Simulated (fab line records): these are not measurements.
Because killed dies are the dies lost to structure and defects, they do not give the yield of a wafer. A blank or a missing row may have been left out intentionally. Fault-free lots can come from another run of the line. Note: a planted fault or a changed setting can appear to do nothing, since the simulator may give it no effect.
Which tool was responsible? / flow nand harc / 24 lots, 72 wafers sampled, at 3 steps of a route of 1302

== WHAT EACH GAUGE READ, for each wafer ==
NHARC_A_CHANNEL_FILL_D1_THK_MEAS_06: measures by ellipsometry. Usual: 5.1 nm for thk nm, sd 0.94.
lot=L074; measured=day 10 04:46; on=film metro-02; thk nm (nm)=4.3 5.9 3.6; flag=
lot=L075; measured=day 10 16:29; on=film metro-01; thk nm (nm)=4.7 6.2 3.1; flag=
lot=L076; measured=day 11 01:02; on=film metro-02; thk nm (nm)=4.7 7.7 3.9; flag=
lot=L077; measured=day 11 16:02; on=film metro-02; thk nm (nm)=5.0 5.1 6.1; flag=
lot=L078; measured=day 11 16:02; on=film metro-01; thk nm (nm)=4.3 4.3 5.3; flag=
lot=L079; measured=day 12 17:16; on=film metro-02; thk nm (nm)=5.4 6.5 4.9; flag=
lot=L080; measured=day 13 05:08; on=film metro-02; thk nm (nm)=4.5 4.0 6.4; flag=
lot=L081; measured=day 13 05:08; on=film metro-01; thk nm (nm)=6.0 4.2 4.0; flag=
lot=L082; measured=day 13 16:58; on=film metro-02; thk nm (nm)=5.0 6.9 3.7; flag=
lot=L083; measured=day 14 15:29; on=film metro-02; thk nm (nm)=5.1 6.7 5.5; flag=
lot=L084; measured=day 14 15:29; on=film metro-01; thk nm (nm)=4.3 4.6 5.6; flag=
lot=L085; measured=day 14 23:17; on=film metro-01; thk nm (nm)=5.8 4.8 5.8; flag=
lot=L086; measured=day 15 04:23; on=film metro-01; thk nm (nm)=5.5 5.7 5.2; flag=
lot=L087; measured=day 15 08:23; on=film metro-02; thk nm (nm)=5.5 6.9 5.1; flag=
lot=L089; measured=day 16 11:39; on=film metro-02; thk nm (nm)=5.1 5.7 5.2; flag=
lot=L088; measured=day 16 11:39; on=film metro-01; thk nm (nm)=5.6 6.0 4.2; flag=
lot=L091; measured=day 17 10:56; on=film metro-01; thk nm (nm)=5.0 5.4 5.4; flag=
lot=L090; measured=day 17 10:57; on=film metro-02; thk nm (nm)=4.5 5.5 4.2; flag=
lot=L093; measured=day 18 02:51; on=film metro-02; thk nm (nm)=4.1 5.6 4.2; flag=
lot=L092; measured=day 18 02:51; on=film metro-01; thk nm (nm)=7.3 5.2 4.7; flag=
lot=L094; measured=day 18 21:41; on=film metro-02; thk nm (nm)=4.2 4.6 4.3; flag=
lot=L096; measured=day 19 11:28; on=film metro-02; thk nm (nm)=4.0 2.9 6.9; flag=
lot=L095; measured=day 19 11:28; on=film metro-01; thk nm (nm)=4.1 4.2 5.0; flag=
lot=L097; measured=day 19 15:16; on=film metro-02; thk nm (nm)=5.9 6.5 4.6; flag=

NHARC_A_ONON_D2_THK_MEAS_30: measures by ellipsometry. Usual: 999 nm for thk nm, sd 8.5.
lot=L074; measured=day 12 14:48; on=film metro-01; thk nm (nm)=1002 1004 1005; flag=
lot=L075; measured=day 13 03:02; on=film metro-02; thk nm (nm)=1014 1013 1011; flag=
lot=L076; measured=day 13 12:15; on=film metro-01; thk nm (nm)=1019 1018 1020; flag=
lot=L077; measured=day 14 00:06; on=film metro-01; thk nm (nm)=998 998 997; flag=
lot=L078; measured=day 13 23:57; on=film metro-01; thk nm (nm)=995 995 993; flag=
lot=L079; measured=day 15 06:28; on=film metro-02; thk nm (nm)=980 981 980; flag=
lot=L080; measured=day 15 14:47; on=film metro-01; thk nm (nm)=994 994 992; flag=
lot=L081; measured=day 15 14:47; on=film metro-02; thk nm (nm)=1000 1003 1004; flag=
lot=L082; measured=day 16 04:29; on=film metro-02; thk nm (nm)=1005 1003 1004; flag=
lot=L083; measured=day 17 05:08; on=film metro-01; thk nm (nm)=1005 1004 1004; flag=
lot=L084; measured=day 17 05:01; on=film metro-01; thk nm (nm)=989 989 989; flag=
lot=L085; measured=day 17 05:01; on=film metro-01; thk nm (nm)=1004 1003 1003; flag=
lot=L086; measured=day 17 17:58; on=film metro-01; thk nm (nm)=1013 1014 1013; flag=
lot=L087; measured=day 17 17:58; on=film metro-02; thk nm (nm)=998 999 999; flag=
lot=L089; measured=day 18 21:00; on=film metro-02; thk nm (nm)=994 993 995; flag=
lot=L088; measured=day 18 21:02; on=film metro-02; thk nm (nm)=1001 998 1001; flag=
lot=L091; measured=day 19 21:31; on=film metro-02; thk nm (nm)=985 984 984; flag=
lot=L090; measured=day 19 21:31; on=film metro-01; thk nm (nm)=995 994 997; flag=
lot=L093; measured=day 20 13:10; on=film metro-01; thk nm (nm)=994 993 994; flag=
lot=L092; measured=day 20 13:10; on=film metro-02; thk nm (nm)=993 993 992; flag=
lot=L094; measured=day 21 06:58; on=film metro-02; thk nm (nm)=1002 1003 1004; flag=
lot=L096; measured=day 21 19:51; on=film metro-01; thk nm (nm)=1001 1003 1001; flag=
lot=L095; measured=day 21 19:59; on=film metro-02; thk nm (nm)=1001 1001 1000; flag=
lot=L097; measured=day 22 08:13; on=film metro-02; thk nm (nm)=1004 1002 1004; flag=

== EACH LOT AND THE TOOL THAT RAN IT (in order: tool; ch and the chambers of the sampled wafers; start) ==
lot=L074; NHARC_A_DECK1_JOINT_CMP_13=cmp-03 ch 2,3, day 11 02:44
lot=L075; NHARC_A_DECK1_JOINT_CMP_13=cmp-03 ch 0,3, day 11 14:44
lot=L076; NHARC_A_DECK1_JOINT_CMP_13=cmp-02 ch 0,1, day 11 23:08
lot=L077; NHARC_A_DECK1_JOINT_CMP_13=cmp-03 ch 2,3, day 12 14:11
lot=L078; NHARC_A_DECK1_JOINT_CMP_13=cmp-04 ch 0,1, day 12 14:11
lot=L079; NHARC_A_DECK1_JOINT_CMP_13=cmp-03 ch 0,2,3, day 13 15:20
lot=L080; NHARC_A_DECK1_JOINT_CMP_13=cmp-02 ch 0,1,2, day 14 03:13
lot=L081; NHARC_A_DECK1_JOINT_CMP_13=cmp-04 ch 1,2,3, day 14 03:18
lot=L082; NHARC_A_DECK1_JOINT_CMP_13=cmp-04 ch 0,3, day 14 14:56
lot=L083; NHARC_A_DECK1_JOINT_CMP_13=cmp-04 ch 0,2,3, day 15 13:29
lot=L084; NHARC_A_DECK1_JOINT_CMP_13=cmp-02 ch 0,3, day 15 13:29
lot=L085; NHARC_A_DECK1_JOINT_CMP_13=cmp-04 ch 2,3, day 15 21:15
lot=L086; NHARC_A_DECK1_JOINT_CMP_13=cmp-03 ch 1,2, day 16 02:46
lot=L087; NHARC_A_DECK1_JOINT_CMP_13=cmp-02 ch 1,2,3, day 16 06:37
lot=L089; NHARC_A_DECK1_JOINT_CMP_13=cmp-04 ch 1,2,3, day 17 10:08
lot=L088; NHARC_A_DECK1_JOINT_CMP_13=cmp-03 ch 1,2, day 17 10:08
lot=L091; NHARC_A_DECK1_JOINT_CMP_13=cmp-04 ch 0,2,3, day 18 08:53
lot=L090; NHARC_A_DECK1_JOINT_CMP_13=cmp-02 ch 0,1,3, day 18 08:54
lot=L093; NHARC_A_DECK1_JOINT_CMP_13=cmp-03 ch 0,1, day 19 00:56
lot=L092; NHARC_A_DECK1_JOINT_CMP_13=cmp-04 ch 0,1,2, day 19 00:56
lot=L094; NHARC_A_DECK1_JOINT_CMP_13=cmp-04 ch 1,2,3, day 19 19:56
lot=L096; NHARC_A_DECK1_JOINT_CMP_13=cmp-04 ch 1,2,3, day 20 09:32
lot=L095; NHARC_A_DECK1_JOINT_CMP_13=cmp-03 ch 0,1, day 20 09:32
lot=L097; NHARC_A_DECK1_JOINT_CMP_13=cmp-02 ch 1,2,3, day 20 14:30
- NHARC_A_DECK1_JOINT_CMP_13: polishes, target thk 51.023 nm.

== AS READ BY THE TOOLS THEMSELVES (means over the sampled wafers that have a number; for cases with no such wafer, the mark the record gives instead) ==
NHARC_A_DECK1_JOINT_CMP_13. Usual: motor current A 12.3 A, standard deviation 1.2; time to endpoint s 9 s, standard deviation 3.
lot=L074; tool=cmp-03; motor current A (A)=10.4; time to endpoint s (s)=11; flag=
lot=L075; tool=cmp-03; motor current A (A)=12.9; time to endpoint s (s)=12; flag=
lot=L076; tool=cmp-02; motor current A (A)=12.2; time to endpoint s (s)=5; flag=
lot=L077; tool=cmp-03; motor current A (A)=10.6; time to endpoint s (s)=12; flag=
lot=L078; tool=cmp-04; motor current A (A)=12.5; time to endpoint s (s)=10; flag=
lot=L079; tool=cmp-03; motor current A (A)=11.6; time to endpoint s (s)=11; flag=
lot=L080; tool=cmp-02; motor current A (A)=12.0; time to endpoint s (s)=8; flag=
lot=L081; tool=cmp-04; motor current A (A)=13.1; time to endpoint s (s)=8; flag=
lot=L082; tool=cmp-04; motor current A (A)=13.0; time to endpoint s (s)=10; flag=
lot=L083; tool=cmp-04; motor current A (A)=12.9; time to endpoint s (s)=8; flag=
lot=L084; tool=cmp-02; motor current A (A)=11.8; time to endpoint s (s)=7; flag=
lot=L085; tool=cmp-04; motor current A (A)=12.8; time to endpoint s (s)=7; flag=
lot=L086; tool=cmp-03; motor current A (A)=11.5; time to endpoint s (s)=11; flag=
lot=L087; tool=cmp-02; motor current A (A)=12.7; time to endpoint s (s)=12; flag=
lot=L089; tool=cmp-04; motor current A (A)=12.7; time to endpoint s (s)=8; flag=
lot=L088; tool=cmp-03; motor current A (A)=12.1; time to endpoint s (s)=11; flag=
lot=L091; tool=cmp-04; motor current A (A)=12.7; time to endpoint s (s)=10; flag=
lot=L090; tool=cmp-02; motor current A (A)=13.0; time to endpoint s (s)=10; flag=
lot=L093; tool=cmp-03; motor current A (A)=13.9; time to endpoint s (s)=9; flag=
lot=L092; tool=cmp-04; motor current A (A)=12.5; time to endpoint s (s)=9; flag=
lot=L094; tool=cmp-04; motor current A (A)=12.4; time to endpoint s (s)=5; flag=
lot=L096; tool=cmp-04; motor current A (A)=12.5; time to endpoint s (s)=7; flag=
lot=L095; tool=cmp-03; motor current A (A)=13.8; time to endpoint s (s)=10; flag=
lot=L097; tool=cmp-02; motor current A (A)=12.2; time to endpoint s (s)=13; flag=

== THE ANSWER, worked out from the rows above alone ==
Rule: lot off if the mean of its wafers having a number is beyond 3 standard deviations from the usual mean. A lot without any number at a reading at which 4 lots or more have one is off too. All remaining lots with rows at the step are treated as sound. After the gauges, taken in route order, come the tools' own readings; for these a lot's mean is taken, as printed above. At the first step where some lot is off, the reading lying furthest off is the one used; lots without a number count as furthest.
Nothing can be told from this: no lot is off at any reading shown.

== WHAT HAD BEEN PUT IN BY THE SIMULATOR ==
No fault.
